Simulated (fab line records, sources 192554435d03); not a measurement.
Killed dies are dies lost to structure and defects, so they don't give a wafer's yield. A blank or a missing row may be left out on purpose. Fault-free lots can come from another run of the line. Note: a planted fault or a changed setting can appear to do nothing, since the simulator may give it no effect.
Matching of chambers | flow n5 finfet | N5_PMOS_HMC_CHANNEL_EPI_DESCUM_14 on rie diel-04 has 4 sister chambers
The step chemistry O2, time 7.9 s. 4 wafers are shown with their chamber, then 8 later ones without.

== WAFERS PAIRED WITH THEIR CHAMBERS ==
wafer  | chamber | throttle valve pct (%)
L083.3 | 2       | 20.8
L083.4 | 1       | 20.0
L083.5 | 3       | 20.2
L085.2 | 0       | 20.7

== WAFERS WITHOUT THEIR CHAMBER ==
wafer  | throttle valve pct (%)
L085.5 | 20.0
L085.6 | 20.8
L087.2 | 20.3
L087.4 | 20.8
L087.6 | 20.3
L090.1 | 20.8
L090.2 | 20.8
L090.6 | 20.8

== THE CHAMBER EACH PASSED THROUGH ==
wafer  | from the rows above | in truth
L085.5 | 1                   | 1
L085.6 | 2                   | 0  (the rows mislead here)
L087.2 | 3                   | 3
L087.4 | 2                   | 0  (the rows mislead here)
L087.6 | 3                   | 3
L090.1 | 2                   | 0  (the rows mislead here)
L090.2 | 2                   | 2
L090.6 | 2                   | 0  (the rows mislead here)
Correctly placed: 4 of 8. Number that these rows cannot place: 0. Number placed wrongly: 4.
How it was worked out, from the rows above alone: a wafer's distance from a chamber is the root of the sum, over the readings, of the square of ((its reading less the chamber's mean) divided by the reading's scatter). The wafer belongs to the nearest chamber; if the next one is less than 2 further off, it can't be placed. A chamber's mean is the mean of its shown wafers. The scatter (one wafer shown for each chamber): square how far every hidden wafer sits from the nearest shown wafer, average those squares and take the square root.
